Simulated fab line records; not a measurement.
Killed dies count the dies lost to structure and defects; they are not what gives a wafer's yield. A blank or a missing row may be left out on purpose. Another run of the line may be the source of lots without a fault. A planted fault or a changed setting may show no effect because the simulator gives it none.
A lot that was struck, set against a sound lot    flow n5_finfet    16 steps out of a route of 1938
Sound: these wafers, L240.1, L240.4, L240.6. The struck wafers were L238.3, L238.5, L238.6. At the end, the cause is stated.
For every step that has rows: the tool of each side, followed by ch and its chambers, followed by its first start. Under that, the readings that differ: sound wafers    struck wafers    difference of the means    sigmas: that difference in standard deviations of wafers without a fault.
alike: a reading whose means differ by less than 2 such deviations, as well as words and numbers matching on both sides. not compared: withheld readings; readings where some wafer has no value; bounds like >300 that might hide an equal value; numbers whose values overlap and for which the record gives no deviation.
The two part at a step that has a row with sigmas, a row that says differs or no value, or rows on one side only. When numbers do not overlap yet have no deviation, they are printed without sigmas and do not part them. A reading missing from all wafers of one side parts the sides only when that side holds two or more wafers.

N5_SPACER0_ALD_07: deposits SiNx, target thk 2 nm.
  sound on ald_sin-03 ch 0,2, day 7 06:47; struck on ald_sin-04 ch 1,2,3, day 6 17:14
  alike: heater_power_w
N5_SPACER0_ALD_00: deposits SiOCN, target thk 3.5 nm, pulse time 3 s, purge time 2 s.
  sound on ald_sin-03 ch 0,2, day 7 06:56; struck on ald_sin-04 ch 1,2,3, day 6 17:23
  alike: heater_power_w, precursor_pulse_height_rel
N5_SPACER0_ALD_08: deposits SiNx, target thk 2 nm.
  sound on ald_sin-03 ch 0,2, day 7 07:12; struck on ald_sin-04 ch 1,2,3, day 6 17:39
  alike: heater_power_w
N5_SPACER0_INSPECT_04: inspects for defects (darkfield).
  sound: defect_inspect-01 at day 7 07:22; struck: defect_inspect-02 at day 6 17:49
  alike: raw_defect_count
then, 8 steps without rows for these wafers: N5_SD_EPI_N_COAT_32 (time 60 s, resist thk 350 nm); N5_SD_EPI_N_COAT_33 (time 60 s, resist thk 35 nm); N5_SD_EPI_N_COAT_03 (resist thk 150 nm); N5_SD_EPI_N_EBR_05; N5_SD_EPI_N_SOFTBAKE_04 (time 60 s); N5_SD_EPI_N_EXPOSE_06 (exposes mask SD N BLK, target cd 120 nm); N5_SD_EPI_N_PEB_07 (peb time 60 s); N5_SD_EPI_N_DEVELOP_08 (develop time 30 s).
N5_SD_EPI_N_CD_MEAS_09: the cd target is 120 nm.
  sound on cd_sem-03 ch 0, day 7 07:46; struck on cd_sem-01 ch 0, day 6 18:13
reading     sound              struck             difference  sigmas
cd_nm (nm)  120.2 119.9 120.7  122.7 122.9 121.8  +2.2        +4
N5_SD_EPI_N_OVL_MEAS_10:
  sound on overlay-01 ch 0, day 7 07:47; struck on overlay-02 ch 0, day 6 18:14
  alike: SD_N_BLK_OVL
-- the record jumps here: 6 days lie between the struck wafers' starts before and after (it left off in module SD_EPI_N and takes up again in module BEOL_M4, whose first step shown is number 1111 of the route) --
N5_BEOL_M4_RC_MEAS_101:
  sound on prober-02 ch 0, day 12 17:56; struck on prober-01 ch 0, day 12 17:58
  alike: DIBL_N, DIBL_P, IOFF_N, IOFF_P, ION_N, ION_P, SS_N, SS_P, VT_N, VT_P
-- here the record skips 4 days between the struck wafers' starts before and after, leaving off in module BEOL_M4 and picking up in module PASSIVATION (first step shown: number 1936 of the route) --
N5_PASSIVATION_PROBE_49:
  rows exist in the record for the struck wafers here (prober-02, day 17 00:29), but not for the sound ones

## WHERE THEY PART
Last at N5_PASSIVATION_PROBE_49 as far as this record goes, first at N5_SD_EPI_N_CD_MEAS_09.

WHY: what the simulator had put in
Metrology matching offset: cd_sem-01, from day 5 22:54 on, at N5_SD_EPI_N_CD_MEAS_09. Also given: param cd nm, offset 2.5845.
